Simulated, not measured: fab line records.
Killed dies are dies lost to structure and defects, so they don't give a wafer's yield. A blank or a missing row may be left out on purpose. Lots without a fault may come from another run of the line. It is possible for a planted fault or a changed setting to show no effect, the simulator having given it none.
Comparing a struck lot with a sound one	flow n5 finfet	16 steps out of a route of 1938
Sound: the wafers L789.1, L789.4, L789.5. Wafers L807.1, L807.2, L807.4 were the ones struck. Last of all comes the cause.
Order at every step that has rows: each side's tool, ch and its chambers, its first start. Under that, the readings that differ: sound wafers	struck wafers	difference of the means	sigmas: that difference in standard deviations of wafers without a fault.
alike: words and numbers the same on both sides, and readings whose means are apart by under 2 such deviations; not compared: readings that were withheld, readings missing a value for some wafer, numbers with overlapping values and no deviation given by the record, and bounds like >300 which may hide the same value.
A row with sigmas, a row that says differs or no value, or rows on one side alone: a step with any of these is where the two part. Numbers that don't overlap but have no deviation are shown without sigmas and don't part them. A reading that every wafer of one side lacks parts them only if that side has two wafers or more.

N5_BEOL_M3_PRE_CLEAN_60: time 15 s.
  sound on cvd co-02 ch 0,1,2, day 8 03:58; struck on cvd co-02 ch 0,1,2, day 12 18:52
  alike: heater power w
then, 2 steps without rows for these wafers: N5_BEOL_M3_CO_CAP_55 (material Co, precursor CCTBA/H2, target thk 2 nm, time 102.1 s); N5_BEOL_M3_PRE_CLEAN_56 (time 15 s).
N5_BEOL_M3_DEP_57: deposits SiCN from 3MS/NH3, target thk 8 nm, time 14 s.
  sound on pecvd-01 ch 0,1,2, day 8 04:08; struck on pecvd-01 ch 0,1, day 12 19:02
  alike: showerhead plenum p Torr, throttle valve pct
N5_BEOL_M3_RS_MEAS_58: a four-point-probe measurement.
  sound on film metro-02, day 8 04:11; struck on film metro-02, day 12 19:05
  alike: M3_RS
N5_BEOL_M3_INSPECT_59: inspects for defects (darkfield).
  sound on defect inspect-01, day 8 04:13; struck on defect inspect-01, day 12 19:07
  alike: raw defect count
N5_BEOL_M4_ILD_DEP_00: deposits SiOC from DEMS/O2, target thk 79 nm, time 15.3 s.
  sound on pecvd-02 ch 0,2, day 8 04:16; struck on pecvd-03 ch 0,1, day 12 19:10
  alike: heater power w, showerhead plenum p Torr, throttle valve pct
N5_BEOL_M4_THK_MEAS_01:
  sound on film metro-02, day 8 04:19; struck on film metro-02, day 12 19:13
  alike: M4_ILD_THK
N5_BEOL_M4_PECVD_72: deposits SiO2 from TEOS/O2, target thk 16 nm, time 18 s.
  sound on pecvd-01 ch 0,1, day 8 04:22; struck on pecvd-01 ch 0,1, day 12 19:16
  alike: heater power w, showerhead plenum p Torr, throttle valve pct
N5_BEOL_M4_HM_DEP_02: deposits TiN, target thk 20 nm.
  sound on pvd sputter-03, day 8 06:29; struck on pvd sputter-03, day 12 20:06
  alike: throttle valve pct
then, 2 steps without rows for these wafers: N5_BEOL_M4_COAT_61 (time 60 s, resist thk 60 nm); N5_BEOL_M4_COAT_62 (time 60 s, resist thk 12 nm).
N5_BEOL_M4_COAT_73: time 60 s, resist thk 5 nm.
  sound on litho track-01 ch 0, day 8 06:37; struck on litho track-03 ch 0, day 12 20:14
reading	sound	struck	difference	sigmas
heater power total W (W)	390.6 392.4 390.1	410.5 406.0 405.9	+16.4	+13
plate temp C (C)	204.90 205.23 205.00	211.89 211.92 211.74	+6.81	+49
then, 1 step without rows for these wafers: N5_BEOL_M4_COAT_05 (resist thk 30 nm).
N5_BEOL_M4_RC_MEAS_101:
  sound on prober-01 ch 0, day 8 16:07; struck on prober-01 ch 0, day 13 03:34
reading	sound	struck	difference	sigmas
SS_N (mV/dec)	71.3 70.7 70.2	71.8 72.2 72.5	+1.4	+3
  alike: DIBL_N, DIBL_P, IOFF_N, IOFF_P, ION_N, ION_P, SS_P, VT_N, VT_P
-- the record jumps here: 4 days lie between the struck wafers' starts before and after (it left off in module BEOL_M4 and takes up again in module PASSIVATION, whose first step shown is number 1936 of the route) --
N5_PASSIVATION_PROBE_49:
  sound on prober-02, day 13 04:38; struck on prober-02, day 17 04:11
  alike: defect limited yield, killed_at_M0_to_M3, killed_at_M4_up, killed at contacts, killed at front end, killed at other, killed dies, killed open, killed short, sort_bin_5_function, sort_bin_6_memory, sort n pass, sort yield pct

## WHERE THEY PART
Earliest at N5_BEOL_M4_COAT_73; latest, in this record, at N5_BEOL_M4_RC_MEAS_101. Later steps at which nothing parts them and some readings are alike: N5_PASSIVATION_PROBE_49.

WHY: what had been put in by the simulator
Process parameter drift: litho track-03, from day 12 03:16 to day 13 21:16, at N5_BEOL_M4_COAT_73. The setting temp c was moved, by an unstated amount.
